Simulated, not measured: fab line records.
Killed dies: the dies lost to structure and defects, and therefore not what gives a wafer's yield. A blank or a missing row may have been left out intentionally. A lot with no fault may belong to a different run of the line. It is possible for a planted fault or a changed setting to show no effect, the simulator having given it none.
Matching of chambers / flow n5-finfet / N5_GATE_CUT_HM_DEP_46 on pecvd-03: 3 sister chambers
The step deposits SiO2 from TEOS/O2, target thk 130 nm, time 26.6 s. 3 wafers are shown with their chamber, then 8 later ones without.

WAFERS, EACH WITH ITS CHAMBER
wafer=L081.6; chamber=1; throttle-valve-pct (%)=19.2
wafer=L084.5; chamber=2; throttle-valve-pct (%)=17.1
wafer=L092.1; chamber=0; throttle-valve-pct (%)=19.7

WAFERS MISSING THEIR CHAMBER
wafer=L092.2; throttle-valve-pct (%)=19.2
wafer=L092.3; throttle-valve-pct (%)=17.4
wafer=L092.4; throttle-valve-pct (%)=19.4
wafer=L092.5; throttle-valve-pct (%)=20.0
wafer=L092.6; throttle-valve-pct (%)=17.6
wafer=L096.1; throttle-valve-pct (%)=18.9
wafer=L096.2; throttle-valve-pct (%)=17.5
wafer=L096.5; throttle-valve-pct (%)=20.1

WHICH CHAMBER EACH WENT THROUGH
wafer=L092.2; from the rows above=can't be placed: 1 or 0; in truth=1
wafer=L092.3; from the rows above=2; in truth=2
wafer=L092.4; from the rows above=can't be placed: 1 or 0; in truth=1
wafer=L092.5; from the rows above=can't be placed: 0 or 1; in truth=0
wafer=L092.6; from the rows above=2; in truth=2
wafer=L096.1; from the rows above=can't be placed: 1 or 0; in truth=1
wafer=L096.2; from the rows above=2; in truth=2
wafer=L096.5; from the rows above=can't be placed: 0 or 1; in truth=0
Placed correctly: 3 of 8. Can't be placed from these rows: 5 (the true chamber is among the candidates in 5). Number placed wrongly: 0.
How it was worked out, from the rows above alone: a wafer's distance from a chamber is the root of the sum, over the readings, of the square of ((its reading less the chamber's mean) divided by the reading's scatter). The wafer belongs to the nearest chamber; if the next one is less than 2 further off, it can't be placed. The mean given for a chamber averages the wafers shown for that chamber. The scatter (one wafer shown for each chamber): square how far every hidden wafer sits from the nearest shown wafer, average those squares and take the square root.
